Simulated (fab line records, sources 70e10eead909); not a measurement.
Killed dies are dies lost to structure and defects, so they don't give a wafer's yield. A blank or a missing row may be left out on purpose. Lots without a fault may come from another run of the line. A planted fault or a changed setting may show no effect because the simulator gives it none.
Which tool did it? | flow nand_harc | 7 lots, 21 wafers sampled, at 4 steps of a route of 1302

WHAT THE GAUGES READ, wafer by wafer
NHARC_END_SORT_01.
lot  | measured     | on        | killed_at_array
L105 | day 29 10:55 | prober-02 | 81 74 78

WHICH TOOL RAN EACH LOT (tool, then ch and the chambers of the sampled wafers, then the start)
lot  | NHARC_P_CONTACT_ALD_22              | NHARC_A_BONDPAD_CMP_19        | NHARC_THIN_TSV_PRE_CLEAN_54
L995 | ald_metal-03 ch 1,2, day 6 19:13    | cmp-04 ch 1,2,3, day 24 09:52 | pvd_sputter-03, day 25 05:01
L997 | ald_metal-01 ch 0,1,2, day 7 12:26  | cmp-01 ch 0,2,3, day 24 07:26 | pvd_sputter-01, day 25 00:11
L999 | ald_metal-03 ch 0,1, day 8 08:30    | cmp-01 ch 1,2, day 24 20:20   | pvd_sputter-02, day 25 16:53
L101 | ald_metal-04 ch 1,3, day 9 07:00    | cmp-01 ch 0,2,3, day 25 23:46 | pvd_sputter-01, day 26 19:50
L103 | ald_metal-04 ch 1,2,3, day 10 02:16 | cmp-04 ch 0,1,2, day 27 08:29 | pvd_sputter-03, day 28 01:44
L105 | ald_metal-04 ch 1,2,3, day 10 19:36 | cmp-04 ch 1,2,3, day 28 05:58 | pvd_sputter-02, day 29 01:16
L116 | ald_metal-03 ch 0,2,3, day 15 19:28 | cmp-01 ch 0,2,3, day 32 23:08 | pvd_sputter-02, day 33 16:51
- NHARC_P_CONTACT_ALD_22: deposits TiN, target thk 3 nm, pulse time 1 s, ald cycles 150.
- NHARC_A_BONDPAD_CMP_19: polishes, t overpolish 30 s, cu recess touch 16 s, target thk 169.82 nm.
- NHARC_THIN_TSV_PRE_CLEAN_54: time 30 s.

THE ANSWER, worked out from the rows above alone
Rule: what is usual is taken from the lots themselves. Put in order of their means at a reading, lots are off if they are a third of the lots or fewer, leave a main group of 4 or more, and stand apart from it by a gap of 3 or more times the standard deviation of the main group's means; of several such gaps the widest counts. A main group whose means are all the same, to the digits that the tables above print for the reading, isn't used. A lot without any number at a reading at which 4 lots or more have one is off too. The other lots that the step has rows for count as sound.
No lot is off at any reading shown: from this, nothing can be told.

WHAT THE SIMULATOR HAD PUT IN
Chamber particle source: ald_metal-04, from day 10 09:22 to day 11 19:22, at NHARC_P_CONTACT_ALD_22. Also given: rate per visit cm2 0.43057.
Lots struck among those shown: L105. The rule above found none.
